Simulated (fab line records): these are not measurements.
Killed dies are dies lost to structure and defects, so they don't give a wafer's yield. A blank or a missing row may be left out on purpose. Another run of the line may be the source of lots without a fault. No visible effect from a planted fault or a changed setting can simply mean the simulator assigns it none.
Split-lot study    flow n5-finfet    21 wafers read across 7 lots, on a route 1938 steps long

## ABOUT THE SPLIT
At N5_BEOL_M5_EXPOSE_08 (exposes mask M5, target cd 28 nm), the setting dose-mj was moved away from the recipe's 35.75 on 11 of the 21 wafers read, by -7.0% to +7.1%. This setting was run at the recipe's value on the other wafers.

## FROM THE SPLIT TO THE READING: what the file shows between them, 26 steps
- N5_BEOL_M5_PEB_09: peb time 60 s
- N5_BEOL_M5_DEVELOP_10: develop time 30 s
- N5_BEOL_M5_CD_MEAS_11: target cd 27.74 nm
- N5_BEOL_M5_DESCUM_16: chemistry O2, time 7 s
- N5_BEOL_M5_ETCH_72: etches underlayer in N2/H2, target depth 6.5 nm, time 5.2 s
- N5_BEOL_M5_ETCH_61: etches SiARC in CF4, target depth 15.6 nm, time 26 s
- N5_BEOL_M5_STRIP_73: strips in N2/H2
- N5_BEOL_M5_STRIP_64: strips in CF4
- N5_BEOL_M5_HM_OPEN_17: chemistry Cl2/BCl3, target TiN, target depth 20 nm, overetch 6 nm
- N5_BEOL_M5_STRIP_19: strips in O2
- N5_BEOL_M5_CD_MEAS_18: pitch 56 nm, target cd 28 nm
- N5_BEOL_M5_COAT_65: time 60 s, resist thk 60 nm
- N5_BEOL_M5_COAT_66: time 60 s, resist thk 12 nm
- N5_BEOL_M5_DESCUM_33: chemistry O2, time 7 s
- N5_BEOL_M5_ETCH_75: etches underlayer in N2/H2, target depth 6.5 nm, time 5.2 s
- N5_BEOL_M5_ETCH_67: etches SiARC in CF4, target depth 15.6 nm, time 26 s
- N5_BEOL_M5_ETCH_68: etches SOC in N2/H2, target depth 80 nm, overetch 16 nm, time 120 s
- N5_BEOL_M5_STRIP_69: strips in N2/H2
- N5_BEOL_M5_STRIP_76: strips in N2/H2
- N5_BEOL_M5_STRIP_85: strips in C4F6/O2
- N5_BEOL_M5_STRIP_36: strips in N2/H2
- N5_BEOL_M5_TRENCH_ETCH_37: etches SiCOH lowk in C4F6/O2, target depth 71.652 nm, time 24.7 s
- N5_BEOL_M5_ETCH_41: etches SiCN in CH3F/O2, target depth 31.5 nm, time 56.7 s
- N5_BEOL_M5_STRIP_91: strips in N2/H2, time 10 s
- N5_BEOL_M5_PRECLEAN_42: cleans in residue remover, time 60 s
- N5_BEOL_M5_SRD_43: time 30 s

## THE READING
cd-nm, in nm, at N5_BEOL_M5_CD_MEAS_35 (target cd 28 nm, target cd y 24 nm). Fault-free wafers of this fab line usually give 27.9 nm, standard deviation 0.3 nm.

wafer   tool, chamber at the split  dose-mj as run  against the recipe  cd-nm, nm  against lot-mates on the recipe
L074.1  euv-scanner-01, 0           38.03           +6.4%               29.5       +1.6
L074.3  euv-scanner-01, 0           38.03           +6.4%               29.4       +1.5
L074.4  euv-scanner-01, 0           35.75           recipe              27.9       -
L076.1  euv-scanner-02, 0           35.75           recipe              27.8       -
L076.2  euv-scanner-02, 0           35.75           recipe              28.1       -
L076.5  euv-scanner-02, 0           35.75           recipe              27.6       -
L077.1  euv-scanner-02, 0           35.75           recipe              27.5       -
L077.4  euv-scanner-02, 0           34.92           -2.3%               27.1       -0.4
L077.5  euv-scanner-02, 0           35.75           recipe              27.6       -
L079.2  euv-scanner-01, 0           33.26           -7.0%               26.3       -1.7
L079.3  euv-scanner-01, 0           35.75           recipe              28.2       -
L079.6  euv-scanner-01, 0           35.75           recipe              27.8       -
L084.1  euv-scanner-01, 0           35.75           recipe              28.1       -
L084.3  euv-scanner-01, 0           38.3            +7.1%               29.7       +1.6
L084.4  euv-scanner-01, 0           38.3            +7.1%               29.3       +1.2
L090.1  euv-scanner-01, 0           36.58           +2.3%               28.1       no lot-mate on the recipe
L090.2  euv-scanner-01, 0           36.58           +2.3%               28.2       no lot-mate on the recipe
L090.6  euv-scanner-01, 0           36.58           +2.3%               29.0       no lot-mate on the recipe
L091.1  euv-scanner-01, 0           33.77           -5.5%               26.4       -2.0
L091.3  euv-scanner-01, 0           33.77           -5.5%               26.5       -1.9
L091.6  euv-scanner-01, 0           35.75           recipe              28.4       -

THE FIT
A straight line over all 21 wafers: cd-nm changes by +0.241 nm for each +1% of dose-mj; r = +0.96; the points scatter about the line by 0.28 nm.
The same after taking each lot's own level away (the mean of its wafers on the recipe; 18 wafers): +0.251 nm for each +1%; r = +0.97; scatter 0.26 nm.
That fit puts the effect of the largest move of dose-mj on the reading at 1.8 nm.
Measured against the standard deviation above, the lots' own levels, which go from 27.55 to 28.40 nm, span 2.8 times it.
Hence the lot-to-lot level has little effect on the slope; both slopes agree.
Check: +1.71 nm against its lot-mates is what the line predicts for one of the wafers moved furthest among these (+7.1%) when that wafer is left out of the fit. Against them it came out at +1.6 nm.

## THE WHOLE CHAIN: every reading that the file lists as answering this split, in the file's order
step                       what it does                                                         reading                                                         change (the file's fit)                r (the file's)
N5_BEOL_M5_CD_MEAS_11      target cd 27.74 nm                                                   cd-nm                                                           +0.238 nm for each +1% of the setting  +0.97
N5_BEOL_M5_DESCUM_16       chemistry O2, time 7 s                                               BEOL_M5.cd-nm (the simulator's own value, which no gauge read)  +0.237 nm for each +1% of the setting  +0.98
N5_BEOL_M5_HM_OPEN_17      chemistry Cl2/BCl3, target TiN, target depth 20 nm, overetch 6 nm    BEOL_M5.cd-nm (the simulator's own value, which no gauge read)  +0.224 nm for each +1% of the setting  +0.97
N5_BEOL_M5_CD_MEAS_18      pitch 56 nm, target cd 28 nm                                         cd-nm                                                           +0.222 nm for each +1% of the setting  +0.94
N5_BEOL_M5_ETCH_75         etches underlayer in N2/H2, target depth 6.5 nm, time 5.2 s          BEOL_M5.cd-nm (the simulator's own value, which no gauge read)  +0.212 nm for each +1% of the setting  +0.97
N5_BEOL_M5_ETCH_68         etches SOC in N2/H2, target depth 80 nm, overetch 16 nm, time 120 s  BEOL_M5.cd-nm (the simulator's own value, which no gauge read)  +0.204 nm for each +1% of the setting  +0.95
N5_BEOL_M5_TRENCH_ETCH_37  etches SiCOH lowk in C4F6/O2, target depth 71.652 nm, time 24.7 s    BEOL_M5.cd-nm (the simulator's own value, which no gauge read)  +0.228 nm for each +1% of the setting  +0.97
N5_BEOL_M5_CD_MEAS_35      target cd 28 nm, target cd y 24 nm                                   cd-nm                                                           +0.247 nm for each +1% of the setting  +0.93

## FILE'S OWN FIT
cd-nm changes by +0.247 nm for each +1% of dose-mj, r = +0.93.
